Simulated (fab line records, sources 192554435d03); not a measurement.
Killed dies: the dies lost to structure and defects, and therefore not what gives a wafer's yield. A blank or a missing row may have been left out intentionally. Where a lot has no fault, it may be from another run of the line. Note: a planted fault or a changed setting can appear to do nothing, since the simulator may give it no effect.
Split-lot study    flow n5_finfet    21 wafers read across 7 lots, on a route 1938 steps long

THE SPLIT
At N5_MIM_BOT_LITHO_EXPOSE_05 (exposes mask MIM BOT), the setting dose_mj was moved away from the recipe's 24.25 on 6 of the 21 wafers read, by -6.2% to +7.1%. All remaining wafers had this setting at the recipe value.

FROM THE SPLIT TO THE READING: what the file shows between them, 2 steps
- N5_MIM_BOT_LITHO_DEVELOP_07: develop time 60 s (also split here: develop_time_s)
- N5_MIM_BOT_LITHO_HARDBAKE_09: time 120 s

THE READING
At N5_MIM_BOT_LITHO_CD_MEAS_08: cd_nm in nanometres, against a target cd of 3000 nm. Fault-free wafers of this fab line usually give 3000.6 nm, standard deviation 1.4 nm.

wafer   tool, chamber at the split  dose_mj as run  against the recipe  cd_nm, nm  against lot-mates on the recipe
L077.1  krf_scanner-01, 0           24.25           recipe              2999.6     -
L077.3  krf_scanner-01, 0           24.25           recipe              2996.5     -
L077.5  krf_scanner-01, 0           24.25           recipe              3000.6     -
L082.1  krf_scanner-01, 0           24.25           recipe              2995.8     -
L082.3  krf_scanner-01, 0           25.89           +6.8%               3007.7     +10.0
L082.5  krf_scanner-01, 0           24.25           recipe              2999.6     -
L087.2  krf_scanner-01, 0           24.25           recipe              3003.6     -
L087.3  krf_scanner-01, 0           24.25           recipe              3002.6     -
L087.5  krf_scanner-01, 0           24.76           +2.1%               3006.0     +2.9
L092.3  krf_scanner-01, 0           24.25           recipe              2999.0     -
L092.4  krf_scanner-01, 0           25.97           +7.1%               3011.8     +13.1
L092.6  krf_scanner-01, 0           24.25           recipe              2998.5     -
L094.1  krf_scanner-01, 0           24.25           recipe              3000.4     -
L094.3  krf_scanner-01, 0           24.25           recipe              2997.9     -
L094.4  krf_scanner-01, 0           24.25           recipe              3000.1     -
L095.1  krf_scanner-01, 0           24.25           recipe              3002.7     -
L095.2  krf_scanner-01, 0           24.25           recipe              2999.7     -
L095.3  krf_scanner-01, 0           22.75           -6.2%               2991.9     -9.3
L097.3  krf_scanner-01, 0           25.47           +5.0%               3011.3     +10.7
L097.4  krf_scanner-01, 0           24.25           recipe              3000.6     -
L097.6  krf_scanner-01, 0           25.47           +5.0%               3008.0     +7.4

FIT RESULTS
A straight line over all 21 wafers: cd_nm changes by +1.54 nm for each +1% of dose_mj; r = +0.90; the points scatter about the line by 2.2 nm.
The same after taking each lot's own level away (the mean of its wafers on the recipe; 21 wafers): +1.65 nm for each +1%; r = +0.96; scatter 1.4 nm.
According to that fit, moving dose_mj by its largest amount changes the reading by 12 nm.
Across the lots, their own levels run from 2997.70 to 3003.10 nm, a range of 3.9 times the standard deviation given above.
The two slopes are in agreement: the lot-to-lot level therefore moves the slope only a little.
Check: with one of the wafers moved furthest among these (+7.1%) left out of the fit, the line predicts +11.4 nm for it against its lot-mates. Against them it came out at +13.1 nm.

THESE WAFERS: OTHER SPLITS
Other splits were also applied to these wafers ahead of the reading. Each is held against what the fit with the lots' levels taken away leaves over:
other split on the same wafers              wafers away from the commonest value  r with cd_nm (lot level and that fit taken away)
N5_BEOL_M14_DEVELOP_27 develop_time_s       10                                    +0.11
N5_BEOL_M15_SPUTTER_43 time_s               8                                     -0.26
N5_MIM_BOT_LITHO_DEVELOP_07 develop_time_s  7                                     +0.69

THE FILE'S OWN FIT
cd_nm changes by +1.64 nm for each +1% of dose_mj, r = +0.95.
